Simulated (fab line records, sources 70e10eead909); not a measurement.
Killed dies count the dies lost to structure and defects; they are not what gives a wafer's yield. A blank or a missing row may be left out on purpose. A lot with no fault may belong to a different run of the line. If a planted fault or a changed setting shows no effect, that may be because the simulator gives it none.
fab line records | flow nand-harc | part 2 of 2: steps 31 to 43 of 43
[record] lots = 5 wafers = 15 last-day = 30
route steps=1302 shown THIN_TSV@1251
lots that met no fault: from a run of the same line without faults
start-h: start of the lot's first displayed wafer, in hours after the record's first day | wait-h: time in hours since the lot's previous step | " unchanged from the row above | L1.1+2: several wafers, shown together as one row | - either no value or no given start | * or withheld: withheld | < > ~ a bound
route shown NAME@n: a module of which the file shows steps, and the number in the route of the first | usual: the fault-free wafers' mean and standard deviation | same: alike in all rows | chamber/n: place in a boat | sites: each site's reading | _std_site: standard deviation across them | _edge_site: inner sites' mean taken away from outer sites' mean | radius-mm: for every site, how far away it sits from the centre of the wafer | mask NAME#n: copy n | behind: tool/chamber where the wafer was last shaped | hold: the reason the lot was held/the length of the hold in hours/how it ended | device: the transistor (n, p or np) that didn't switch | end of line: the route-end tests of the same wafers | for a step that has no rows: nothing shown but its recipe | killed: dies lost to structure and defects at the first sort, not the wafer's yield | map: per-die view of a wafer (x killed, . not killed, _ where there is no die)
set.NAME: the setting that was run; set.NAME@STEP: the one run at that earlier step | model.NAME: the simulator's own value behind a step, which no gauge read
lots at some steps of the route; a table a step, a row a wafer
services: a tool's chamber out of use, with start hour (start-h, from the record's first day; less than 0 if before it), hours out, and reason
[[steps]]
[step NHARC_THIN_TSV_PVD_24]
[recipe] target-thk-a = 8000 power-w = withheld chamber-pressure-pa = withheld substrate-temp-c = withheld time-s = withheld gas = Ar material = Al
// columns lot.wafer tool chamber start-h wait-h
L074.1+3+6 pvd-sputter-03 - 554.82 0.1
L080.4+2+6 pvd-sputter-01 - 598.04 0.1
L083.1+6+5 pvd-sputter-01 - 634.80 0.2
L081.1+2+4 pvd-sputter-02 - 635.89 0.1
L091.4+1+3 pvd-sputter-03 - 717.61 0.1
[step NHARC_THIN_TSV_DEHYDRATE_25]
[recipe] temp-c = 150 time-s = 120
// columns lot.wafer tool chamber start-h wait-h
L074.1+3+6 litho-track-03 0 555.19 -
L080.2+4+6 litho-track-03 0 598.45 -
L083.1+5+6 litho-track-05 0 635.10 -
L081.1+2+4 litho-track-03 0 636.30 -
L091.1+3+4 litho-track-03 0 718.00 -
[step NHARC_THIN_TSV_HMDS_26]
[recipe] time-s = 30
// columns lot.wafer tool chamber start-h wait-h
L074.1+3+6 litho-track-03 0 - -
L080.2+4+6 litho-track-03 0 - -
L083.1+5+6 litho-track-05 0 - -
L081.1+2+4 litho-track-03 0 - -
L091.1+3+4 litho-track-03 0 - -
[step NHARC_THIN_TSV_COAT_27]
[recipe] spin-rpm = *
// columns lot.wafer tool chamber start-h wait-h
L074.1+3+6 litho-track-03 0 - -
L080.2+4+6 litho-track-03 0 - -
L083.1+5+6 litho-track-05 0 - -
L081.1+2+4 litho-track-03 0 - -
L091.1+3+4 litho-track-03 0 - -
[step NHARC_THIN_TSV_SOFTBAKE_28]
[recipe] temp-c = 122 time-s = 95
// columns lot.wafer tool chamber start-h wait-h
L074.1+3+6 litho-track-03 0 - -
L080.2+4+6 litho-track-03 0 - -
L083.1+5+6 litho-track-05 0 - -
L081.1+2+4 litho-track-03 0 - -
L091.1+3+4 litho-track-03 0 - -
[step NHARC_THIN_TSV_EBR_29]
// columns lot.wafer tool chamber start-h wait-h
L074.1+3+6 litho-track-03 0 - -
L080.2+4+6 litho-track-03 0 - -
L083.1+5+6 litho-track-05 0 - -
L081.1+2+4 litho-track-03 0 - -
L091.1+3+4 litho-track-03 0 - -
[step NHARC_THIN_TSV_EXPOSE_30]
[recipe] na = 0.55 dose-mj = 11.47 mask-id = PAD
[same] na = 0.55
// columns lot.wafer tool chamber start-h wait-h mask
L074.1+3+6 krf-scanner-01 0 555.46 - PAD#0
L080.2+4+6 krf-scanner-01 0 598.60 - PAD#0
L083.1+5+6 krf-scanner-04 0 635.37 - PAD#0
L081.1+2+4 krf-scanner-04 0 636.44 - PAD#0
L091.1+3+4 krf-scanner-01 0 718.27 - PAD#0
[step NHARC_THIN_TSV_PEB_31]
[recipe] peb-temp-c = 118 peb-time-s = 85
// columns lot.wafer tool chamber start-h wait-h
L074.1+3+6 litho-track-03 0 555.52 0.1
L080.2+4+6 litho-track-02 0 598.66 0.1
L083.1+5+6 litho-track-05 0 635.43 0.1
L081.1+2+4 litho-track-05 0 636.51 0.1
L091.1+3+4 litho-track-03 0 718.34 0.1
[step NHARC_THIN_TSV_DEVELOP_32]
[recipe] time-s = 70
// columns lot.wafer tool chamber start-h wait-h
L074.1+3+6 litho-track-03 0 - -
L080.2+4+6 litho-track-02 0 - -
L083.1+5+6 litho-track-05 0 - -
L081.1+2+4 litho-track-05 0 - -
L091.1+3+4 litho-track-03 0 - -
[step NHARC_THIN_TSV_CD_MEAS_33]
[recipe] target-cd-nm = 5000 landing-energy-ev = 500
[usual] cd-nm = 5000.0/1.1
// columns lot.wafer tool chamber start-h wait-h cd-nm
L074.1 cd-sem-01 0 555.62 - 4999.7
L074.3 " 0 " " 4998.9
L074.6 " 0 " " 5002.2
L080.2 cd-sem-03 0 598.75 - 5000.3
L080.4 " 0 " " 5000.4
L080.6 " 0 " " 5001.0
L083.1 cd-sem-03 0 635.52 - 4997.2
L083.5 " 0 " " 4998.5
L083.6 " 0 " " 4998.2
L081.1 cd-sem-02 0 636.60 - 5001.2
L081.2 " 0 " " 5000.4
L081.4 " 0 " " 4999.4
L091.1 cd-sem-02 0 718.43 - 5001.2
L091.3 " 0 " " 5000.2
L091.4 " 0 " " 4999.8
[step NHARC_THIN_TSV_HARDBAKE_34]
[recipe] temp-c = 125 time-s = 80
// columns lot.wafer tool chamber start-h wait-h
L074.1+3+6 litho-track-03 0 555.70 -
L080.2+4+6 litho-track-03 0 598.83 -
L083.1+5+6 litho-track-05 0 635.60 -
L081.1+2+4 litho-track-02 0 636.68 -
L091.1+3+4 litho-track-02 0 718.51 -
[step NHARC_THIN_TSV_DESCUM_35]
[recipe] time-s = 3 o2-flow-sccm = 200 ar-flow-sccm = 0 bias-power-w = 0 chemistry = O2
[usual] drypump-motor-current-A = 5.6/0.43 oes-product-au = 0.998/0.007 rf-vpp-V = 58.0/0.93 showerhead-plenum-p-Torr = 1.95/0.099 throttle-valve-pct = 11.311/0.0095
// columns lot.wafer tool chamber start-h wait-h drypump-motor-current-A oes-product-au rf-hours-counter-h rf-vpp-V showerhead-plenum-p-Torr throttle-valve-pct
L074.1 rie-diel-13 2 555.78 - 5.0 1.008 1.2 58.3 1.89 11.326
L074.3 " 0 " " 6.0 0.998 1.3 57.8 1.92 11.311
L074.6 " 2 " " 4.9 1.000 - 56.5 1.89 11.319
L080.4 rie-diel-06 3 598.91 - 5.9 1.000 5.3 56.9 1.81 11.332
L080.2 " 0 " " 5.5 1.002 5.2 57.9 2.04 11.314
L080.6 " 3 " " 5.8 1.006 - 57.8 1.81 11.304
L083.1 rie-diel-06 0 635.71 - 5.4 1.008 8.0 58.9 2.04 11.305
L083.6 " 2 " " 5.6 1.012 - 58.3 2.05 11.325
L083.5 " 3 " " 5.8 1.005 - 58.7 1.81 11.302
L081.4 rie-diel-13 1 636.76 - 6.0 1.001 4.8 59.1 2.06 11.319
L081.2 " 2 " " 5.0 1.000 4.6 58.1 1.88 11.306
L081.1 " 0 " " 6.1 0.994 4.9 57.1 1.92 11.318
L091.3 rie-diel-13 1 718.60 - 6.0 0.993 1.1 59.6 2.06 11.314
L091.4 " 2 " " 5.0 1.003 0.7 58.1 1.88 11.315
L091.1 " 3 " " 5.0 1.003 0.7 57.0 2.06 11.302
[step NHARC_THIN_TSV_ETCH_59]
[recipe] target-depth-a = 8800 icp-w = 900 bias-w = 100 Cl2_flow_sccm = 60 bcl3-flow-sccm = 30 time-s = 138.1 chemistry = Cl2/BCl3
[usual] drypump-motor-current-A = 5.6/0.41 mfc-cl2-sccm = 59.95/0.18 oes-product-au = 1.000/0.0073 throttle-valve-pct = 22.264/0.0091
// columns lot.wafer tool chamber start-h wait-h drypump-motor-current-A mfc-cl2-sccm oes-product-au rf-hours-counter-h throttle-valve-pct
L074.1 rie-metal-02 0 555.90 0.1 5.7 59.76 1.001 1.3 22.265
L074.3 " 0 " " 5.7 59.84 0.993 - 22.275
L074.6 " 1 " " 5.3 59.74 0.995 - 22.264
L080.2 rie-metal-03 1 599.07 0.1 5.1 60.13 0.999 1.4 22.278
L080.4 " 0 " " 6.2 59.96 0.987 - 22.254
L080.6 " 0 " " 6.2 59.89 0.989 - 22.250
L083.1 rie-metal-03 1 635.81 0.1 5.1 59.82 1.003 1.8 22.253
L083.5 " 1 " " 5.1 60.22 0.992 - 22.263
L083.6 " 0 " " 6.2 59.75 0.999 - 22.264
L081.2 rie-metal-03 0 636.88 0.1 6.2 59.86 0.989 2.0 22.268
L081.1 " 1 " " 5.1 59.87 1.009 2.0 22.267
L081.4 " 1 " " 5.1 60.08 1.011 - 22.269
L091.1 rie-metal-01 1 718.71 0.1 6.0 60.18 1.004 2.5 22.256
L091.4 " 1 " " 5.9 60.03 1.012 - 22.263
L091.3 " 0 " " 5.5 59.94 1.003 - 22.254
[[services]]
// columns tool chamber start-h hours kind
rie-diel-06 3 531.93 3.5 repair
plasma-asher-01 - 541.54 7.6 repair
rie-diel-06 0 553.56 3.6 repair
ecd-cu-01 - 558.75 1.9 repair
pvd-sputter-03 - 561.36 10.0 pm
litho-track-02 - 577.00 7.0 pm
pvd-sputter-03 - 579.22 2.2 repair
pvd-sputter-01 - 582.00 10.0 pm
pvd-sputter-03 - 590.04 2.5 repair
plasma-asher-02 - 603.23 9.0 pm
rie-diel-13 2 611.43 3.1 repair
litho-track-03 - 625.01 7.0 pm
pvd-sputter-02 - 638.00 10.0 pm
rie-diel-13 1 639.10 10.3 repair
litho-track-05 - 649.00 7.0 pm
krf-scanner-01 - 656.00 4.0 pm
rie-diel-06 - 661.20 9.0 pm
wet-bench-10 - 663.20 8.0 pm
plasma-asher-01 - 672.40 1.4 repair
pvd-sputter-03 - 672.85 3.6 repair
pvd-sputter-02 - 678.02 1.4 repair
rie-diel-13 - 696.02 9.0 pm
plasma-asher-01 - 696.08 9.0 pm
pvd-sputter-01 - 709.06 1.6 repair
